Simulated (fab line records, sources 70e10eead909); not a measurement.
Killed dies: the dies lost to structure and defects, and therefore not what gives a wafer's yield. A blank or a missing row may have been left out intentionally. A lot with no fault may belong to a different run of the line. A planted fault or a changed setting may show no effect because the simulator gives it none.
Matching of chambers :: flow nand-harc :: NHARC_A_CHANNEL_FILL_D1_ALD_25 on ald-hk-01: 4 sister chambers
The step deposits SiOx, target thk 60 nm, pulse time 10 s, ald cycles 600. 4 wafers are shown with their chamber, then 9 later ones without.

== WAFERS PAIRED WITH THEIR CHAMBERS ==
wafer: L087.2
chamber: 3
heater-power-w (W): 513

wafer: L090.3
chamber: 2
heater-power-w (W): 471

wafer: L090.2
chamber: 0
heater-power-w (W): 447

wafer: L090.4
chamber: 1
heater-power-w (W): 490

== WAFERS WITH NO CHAMBER GIVEN ==
wafer: L091.2
heater-power-w (W): 476

wafer: L091.4
heater-power-w (W): 518

wafer: L091.5
heater-power-w (W): 471

wafer: L093.4
heater-power-w (W): 530

wafer: L093.1
heater-power-w (W): 501

wafer: L093.6
heater-power-w (W): 439

wafer: L095.1
heater-power-w (W): 531

wafer: L095.3
heater-power-w (W): 489

wafer: L095.5
heater-power-w (W): 472

== CHAMBER TAKEN BY EACH ==
wafer: L091.2
from the rows above: can't be placed: 2 or 1
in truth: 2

wafer: L091.4
from the rows above: 3
in truth: 3

wafer: L091.5
from the rows above: can't be placed: 2 or 1
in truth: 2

wafer: L093.4
from the rows above: 3
in truth: 3

wafer: L093.1
from the rows above: can't be placed: 1 or 3 or 2
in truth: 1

wafer: L093.6
from the rows above: 0
in truth: 0

wafer: L095.1
from the rows above: 3
in truth: 3

wafer: L095.3
from the rows above: can't be placed: 1 or 2
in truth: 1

wafer: L095.5
from the rows above: can't be placed: 2 or 1
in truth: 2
4 of 9 placed correctly. From these rows, 5 cannot be placed; in 5 the true chamber is one of the candidates. 0 placed wrongly.
How it was worked out, from the rows above alone: a wafer's distance from a chamber is the root of the sum, over the readings, of the square of ((its reading less the chamber's mean) divided by the reading's scatter). The wafer belongs to the nearest chamber; if the next one is less than 2 further off, it can't be placed. A chamber's mean is the mean of its shown wafers. The scatter: with one shown wafer a chamber, the root of the mean of the squares of how far each hidden wafer lies from its nearest shown one.
